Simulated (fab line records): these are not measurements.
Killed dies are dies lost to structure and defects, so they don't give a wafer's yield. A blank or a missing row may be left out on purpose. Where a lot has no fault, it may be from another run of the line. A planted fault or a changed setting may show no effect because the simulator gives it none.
A lot that was struck, set against a sound lot ; flow nand-harc ; 19 steps out of a route of 1159
Sound: the wafers L351.2, L351.3, L351.5. Struck: wafers L347.2, L347.5, L347.6. The cause is given at the end.
At each step with rows: each side's tool, then ch and its chambers, then its first start. Under that, the readings that differ: sound wafers ; struck wafers ; difference of the means ; sigmas: that difference in standard deviations of wafers without a fault.
alike: a reading whose means differ by less than 2 such deviations, as well as words and numbers matching on both sides. not compared: withheld readings; readings where some wafer has no value; bounds like >300 that might hide an equal value; numbers whose values overlap and for which the record gives no deviation.
Wherever a step has rows on one side only, a row that says differs or no value, or a row with sigmas, the two part there. Numbers that don't overlap but have no deviation are shown without sigmas and don't part them. Lack of a reading on every wafer of one side parts them only where that side has two or more wafers.

NHARC_P_ZERO_WELL_CD_MEAS_11: target cd 500 nm.
  sound on cd-sem-03 ch 0, day 6 19:07; struck on cd-sem-02 ch 0, day 5 19:23
  alike: cd-nm
then, 1 step without rows for these wafers: NHARC_P_ZERO_WELL_HARDBAKE_12 (time 65 s).
NHARC_P_ZERO_WELL_DESCUM_13: chemistry O2, time 3 s.
  sound on rie-diel-06 ch 1,3, day 6 19:17; struck on rie-diel-11 ch 1,2,3, day 5 19:35
  alike: drypump-motor-current-A, mfc-ar-sccm, oes-product-au, rf-vpp-V, showerhead-plenum-p-Torr, throttle-valve-pct
  not compared: rf-hours-counter-h
NHARC_P_ZERO_WELL_ETCH_65: etches the open film in N2/H2, target depth 80 nm, overetch 24 nm, time 87.88 s.
  sound on rie-diel-06 ch 1,3, day 6 19:22; struck on rie-diel-11 ch 1,2, day 5 19:39
  alike: drypump-motor-current-A, mfc-ar-sccm, oes-product-au, rf-vpp-V, showerhead-plenum-p-Torr, throttle-valve-pct
  not compared: rf-hours-counter-h
NHARC_P_ZERO_WELL_ETCH_62: etches the open film in CHF3/Ar, target depth 13 nm, time 6.5 s.
  sound on rie-diel-06 ch 0,1; struck on rie-diel-11 ch 1,2
  alike: drypump-motor-current-A, mfc-ar-sccm, oes-product-au, rf-vpp-V, showerhead-plenum-p-Torr, throttle-valve-pct
  not compared: rf-hours-counter-h
NHARC_P_ZERO_WELL_ETCH_63: etches the open film in HBr/Cl2, target depth 120 nm, time 40.1 s.
  sound on rie-si-03 ch 1,2,3, day 6 19:34; struck on rie-si-01 ch 1,2,3, day 5 19:52
  alike: drypump-motor-current-A, hbr-flow-sccm, he-backside-leak-sccm, oes-product-au, throttle-valve-pct
  not compared: rf-hours-counter-h
then, 6 steps without rows for these wafers: NHARC_P_ZERO_WELL_STRIP_15 (strips in SPM, time 900 s); NHARC_P_ZERO_WELL_DEHYDRATE_16 (time 120 s); NHARC_P_ZERO_WELL_HMDS_17 (time 30 s); NHARC_P_ZERO_WELL_COAT_18; NHARC_P_ZERO_WELL_SOFTBAKE_19 (time 95 s); NHARC_P_ZERO_WELL_EBR_20.
NHARC_P_ZERO_WELL_EXPOSE_21: exposes mask P NWELL, target cd 720 nm.
  sound on krf-scanner-01 ch 0, day 6 20:19; struck on krf-scanner-04 ch 0, day 5 20:29
reading;sound;struck;difference;sigmas
exposure-dose-mJ-cm2;22.300 22.282 22.303;33.594 33.626 33.569;+11.301;+99 or more
  alike: mask
then, 2 steps without rows for these wafers: NHARC_P_ZERO_WELL_PEB_22 (peb time 85 s); NHARC_P_ZERO_WELL_DEVELOP_23 (time 70 s).
NHARC_P_ZERO_WELL_CD_MEAS_24: target cd 720 nm.
  sound on cd-sem-02 ch 0, day 6 20:28; struck on cd-sem-02 ch 0, day 5 20:38
reading;sound;struck;difference;sigmas
cd-nm (nm);722.2 723.1 721.0;790.1 787.9 790.4;+67.4;+40
then, 1 step without rows for these wafers: NHARC_P_ZERO_WELL_HARDBAKE_25 (time 80 s).
NHARC_P_ZERO_WELL_DESCUM_26: chemistry O2, time 3 s.
  sound on rie-diel-06 ch 2,3, day 6 20:38; struck on rie-diel-11 ch 0,2,3, day 5 20:49
reading;sound;struck;difference;sigmas
model.P_ZERO_WELL.cd-nm (nm);722 722.7 720.3;790.3 788.1 791.1;+68.2;
  alike: drypump-motor-current-A, mfc-ar-sccm, oes-product-au, rf-vpp-V, showerhead-plenum-p-Torr, throttle-valve-pct
  not compared: rf-hours-counter-h
after that, 1 step had no rows for these wafers: NHARC_P_ZERO_WELL_IMPLANT_27.

== WHERE THEY PART ==
Last at NHARC_P_ZERO_WELL_CD_MEAS_24 as far as this record goes, first at NHARC_P_ZERO_WELL_EXPOSE_21. Later steps at which nothing parts them and some readings are alike: NHARC_P_ZERO_WELL_DESCUM_26.

WHY: whatever the simulator had introduced
Process parameters drifting: krf-scanner-04 at NHARC_P_ZERO_WELL_EXPOSE_21, beginning at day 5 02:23. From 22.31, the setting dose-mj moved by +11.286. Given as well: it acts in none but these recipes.
